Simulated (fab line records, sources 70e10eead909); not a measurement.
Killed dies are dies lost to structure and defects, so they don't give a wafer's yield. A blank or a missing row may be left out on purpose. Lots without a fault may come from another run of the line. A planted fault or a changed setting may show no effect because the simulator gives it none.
Chamber matching | flow nand_harc | NHARC_A_STAIRCASE_TRIM_12 on rie_diel-03: 4 sister chambers
The step chemistry O2, time 211.2 s. 15 wafers are shown with their chamber, then 7 later ones without.

WAFERS WITH THEIR CHAMBER
wafer  | chamber | drypump_motor_current_A (A) | showerhead_plenum_p_Torr (Torr) | rf_vpp_V (V)
L738.1 | 1       | 5.2                         | 3.80                            | 57.0
L738.5 | 1       | 5.2                         | 3.80                            | 58.0
L738.6 | 2       | 5.0                         | 3.47                            | 58.5
L743.3 | 3       | 6.2                         | 3.51                            | 56.4
L743.5 | 0       | 6.0                         | 3.53                            | 57.2
L743.6 | 3       | 6.2                         | 3.51                            | 57.7
L745.3 | 0       | 6.0                         | 3.53                            | 57.7
L745.4 | 3       | 6.2                         | 3.50                            | 57.6
L745.5 | 2       | 5.0                         | 3.45                            | 57.7
L750.2 | 0       | 6.0                         | 3.52                            | 58.3
L750.4 | 2       | 5.0                         | 3.45                            | 58.1
L750.5 | 0       | 6.0                         | 3.52                            | 58.6
L755.2 | 1       | 5.2                         | 3.76                            | 58.4
L755.3 | 3       | 6.1                         | 3.49                            | 56.9
L755.5 | 1       | 5.2                         | 3.76                            | 58.0

SIGNATURES (means of the wafers above)
reading                  | chamber 0 | chamber 1 | chamber 2 | chamber 3 | scatter within a chamber
drypump_motor_current_A  | 6.000     | 5.200     | 5.000     | 6.175     | 0.0261
showerhead_plenum_p_Torr | 3.5250    | 3.7800    | 3.4567    | 3.5025    | 0.0143
rf_vpp_V                 | 57.950    | 57.850    | 58.100    | 57.150    | 0.579
Rule: a wafer's distance from a chamber is the root of the sum, over the readings, of the square of ((its reading less the chamber's mean) divided by the reading's scatter). The wafer belongs to the nearest chamber; if the next one is less than 2 further off, it can't be placed. The scatter: the root of (the sum of the squares of (reading less its chamber's mean) over the shown wafers, divided by (wafers less chambers)).

WAFERS WITHOUT THEIR CHAMBER
wafer  | drypump_motor_current_A (A) | showerhead_plenum_p_Torr (Torr) | rf_vpp_V (V)
L753.3 | 6.2                         | 3.49                            | 58.4
L753.4 | 5.0                         | 3.44                            | 58.7
L756.3 | 5.0                         | 3.44                            | 56.8
L756.5 | 5.0                         | 3.44                            | 56.4
L756.6 | 6.2                         | 3.48                            | 58.7
L757.1 | 5.2                         | 3.76                            | 60.1
L757.2 | 5.0                         | 3.44                            | 57.3

WHICH CHAMBER EACH WENT THROUGH
wafer  | from the rows above | in truth
L753.3 | 3                   | 3
L753.4 | 2                   | 2
L756.3 | 2                   | 2
L756.5 | 2                   | 2
L756.6 | 3                   | 3
L757.1 | 1                   | 1
L757.2 | 2                   | 2
Placed correctly: 7 of 7. Can't be placed from these rows: 0. Placed wrongly: 0.
